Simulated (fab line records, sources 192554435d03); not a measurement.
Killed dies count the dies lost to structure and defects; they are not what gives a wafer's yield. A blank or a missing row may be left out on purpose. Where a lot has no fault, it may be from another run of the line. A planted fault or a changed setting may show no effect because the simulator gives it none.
One fault seen from 2 desks | flow n5 finfet | every desk sees just its own numbers, and what lay behind them comes last

THE TOOL OWNER'S DESK: rie diel-02
The tool's own readings at N5_HKMG_FIN_ETCH_32 (etches SOC in N2/H2, target depth 240 nm, time 300 s): means of the sampled wafers that have a number, for each lot that ran on this tool. The brackets show how far a lot's mean lies from the usual mean; more than 4 standard deviations puts the lot out of limits, marked OUT.
Columns: A = drypump motor current A at N5_HKMG_FIN_ETCH_32, usual 5.6 A; B = oes product au at N5_HKMG_FIN_ETCH_32, usual 0.77 a.u.; C = rf vpp V at N5_HKMG_FIN_ETCH_32, usual 524.0 V; D = showerhead plenum p Torr at N5_HKMG_FIN_ETCH_32, usual 2.55 Torr; E = temp c at N5_HKMG_FIN_ETCH_32, usual 40.00 C; F = throttle valve pct at N5_HKMG_FIN_ETCH_32, usual 17.82 %
lot  | first seen here | A   | B    | C     | D    | E     | F
L453 | day 4 02:49     | 5.7 | 0.75 | 526.4 | 2.62 | 39.96 | 17.97
L454 | day 4 12:25     | 5.7 | 0.74 | 525.4 | 2.61 | 40.00 | 17.99
L459 | day 5 20:51     | 5.4 | 0.73 | 523.4 | 2.53 | 40.09 | 17.89
L463 | day 6 18:55     | 5.7 | 0.73 | 523.9 | 2.52 | 39.93 | 17.76
L469 | day 8 08:19     | 5.6 | 0.71 | 524.1 | 2.56 | 40.12 | 17.95
L471 | day 8 18:08     | 5.7 | 0.72 | 523.3 | 2.52 | 39.97 | 17.77
This desk found nothing out of limits on any of the 6 lots.

METROLOGY DESK
What the gauges read for every lot (on any tool): the sampled wafers with a number, averaged. The brackets show how far a lot's mean lies from the usual mean; more than 4 standard deviations puts the lot out of limits, marked OUT.
Columns: A = cd nm at N5_MIM_BOT_LITHO_CD_MEAS_08, usual 3000.0 nm
lot  | first seen here | A
L453 | day 11 23:50    | 3000.7
L454 | day 12 03:54    | 3001.2
L459 | day 13 12:52    | 2999.8
L462 | day 13 19:51    | 2998.5
L456 | day 13 23:41    | 2998.5
L460 | day 14 03:10    | 2997.9
L463 | day 14 18:31    | 2998.6
L464 | day 15 07:06    | 2999.7
L469 | day 16 19:02    | 2998.8
L471 | day 16 19:32    | 2998.4
L472 | day 17 01:10    | 3001.4
L476 | day 18 08:07    | 2998.7
This desk found nothing out of limits on any of the 12 lots.

PUT TOGETHER
Nothing out of limits was seen by the tool owner's desk.
From the metrology desk's view, nothing was out of limits.

WHAT THE SIMULATOR HAD PUT IN
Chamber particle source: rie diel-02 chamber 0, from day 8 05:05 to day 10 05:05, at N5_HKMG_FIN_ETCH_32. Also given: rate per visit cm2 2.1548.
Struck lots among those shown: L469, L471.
